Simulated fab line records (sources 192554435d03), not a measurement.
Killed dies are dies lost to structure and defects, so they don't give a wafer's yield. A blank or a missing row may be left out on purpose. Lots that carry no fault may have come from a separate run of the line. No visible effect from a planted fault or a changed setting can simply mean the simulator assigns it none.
Chamber matching | flow n5 finfet | pecvd-02 running N5_BEOL_M0_SAQP_HM_DEP_111: 3 sister chambers
The step deposits SiO2 from SiH4/N2O, target thk 12 nm, time 7.2 s. 6 wafers are shown with their chamber, then 9 later ones without.

WAFERS PAIRED WITH THEIR CHAMBERS
wafer  | chamber | showerhead plenum p Torr (Torr) | heater power w (W)
L077.1 | 0       | 8.10                            | 717
L080.1 | 1       | 7.92                            | 574
L080.2 | 0       | 8.08                            | 620
L083.3 | 2       | 8.30                            | 701
L083.4 | 1       | 7.94                            | 660
L083.6 | 2       | 8.31                            | 699

WAFERS MISSING THEIR CHAMBER
wafer  | showerhead plenum p Torr (Torr) | heater power w (W)
L085.2 | 8.32                            | 812
L085.3 | 7.93                            | 585
L085.4 | 7.92                            | 559
L089.3 | 8.10                            | 666
L089.4 | 8.10                            | 661
L089.6 | 8.31                            | 762
L093.2 | 8.32                            | 694
L093.4 | 7.93                            | 605
L093.5 | 8.08                            | 635

CHAMBER TAKEN BY EACH
wafer  | from the rows above | in truth
L085.2 | 2                   | 2
L085.3 | 1                   | 1
L085.4 | 1                   | 1
L089.3 | 0                   | 0
L089.4 | 0                   | 0
L089.6 | 2                   | 2
L093.2 | 2                   | 2
L093.4 | 1                   | 1
L093.5 | 0                   | 0
Correctly placed: 9 of 9. Number that these rows cannot place: 0. 0 placed wrongly.
How it was worked out, from the rows above alone: a wafer's distance from a chamber is the root of the sum, over the readings, of the square of ((its reading less the chamber's mean) divided by the reading's scatter). The wafer belongs to the nearest chamber; if the next one is less than 2 further off, it can't be placed. For every chamber, the mean is computed from those of its wafers that are shown. The scatter: the root of (the sum of the squares of (reading less its chamber's mean) over the shown wafers, divided by (wafers less chambers)).
